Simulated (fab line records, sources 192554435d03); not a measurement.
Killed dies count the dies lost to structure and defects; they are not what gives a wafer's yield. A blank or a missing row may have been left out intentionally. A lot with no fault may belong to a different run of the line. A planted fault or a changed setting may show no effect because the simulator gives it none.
Chamber matching -- flow n5-finfet -- N5_BEOL_M2_ALD_98 on ald-sin-02: 4 sister chambers
The step deposits SiO2, target thk 2.5 nm, pulse time 1 s, co reactant pulse time 1 s. 4 wafers are shown with their chamber, then 8 later ones without.

== WAFERS, EACH WITH ITS CHAMBER ==
wafer,chamber,heater-power-w (W)
L079.3,3,67
L082.3,0,80
L085.6,2,80
L088.1,1,80

== WAFERS WITHOUT THEIR CHAMBER ==
wafer,heater-power-w (W)
L088.5,78
L088.6,67
L090.2,78
L090.3,83
L090.6,77
L091.3,67
L091.4,80
L091.6,83

== THE CHAMBER EACH PASSED THROUGH ==
wafer,from the rows above,in truth
L088.5,can't be placed: 0 or 1 or 2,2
L088.6,3,3
L090.2,can't be placed: 0 or 1 or 2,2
L090.3,can't be placed: 0 or 1 or 2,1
L090.6,can't be placed: 0 or 1 or 2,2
L091.3,3,3
L091.4,can't be placed: 0 or 1 or 2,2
L091.6,can't be placed: 0 or 1 or 2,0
Correctly placed: 2 of 8. Not placeable from these rows: 6 (in 6, the candidates include the true chamber). 0 placed wrongly.
How it was worked out, from the rows above alone: a wafer's distance from a chamber is the root of the sum, over the readings, of the square of ((its reading less the chamber's mean) divided by the reading's scatter). If the next closest chamber is less than 2 further off than the closest, the wafer can't be placed; otherwise it belongs to the closest. For every chamber, the mean is computed from those of its wafers that are shown. The scatter: with one shown wafer a chamber, the root of the mean of the squares of how far each hidden wafer lies from its nearest shown one.
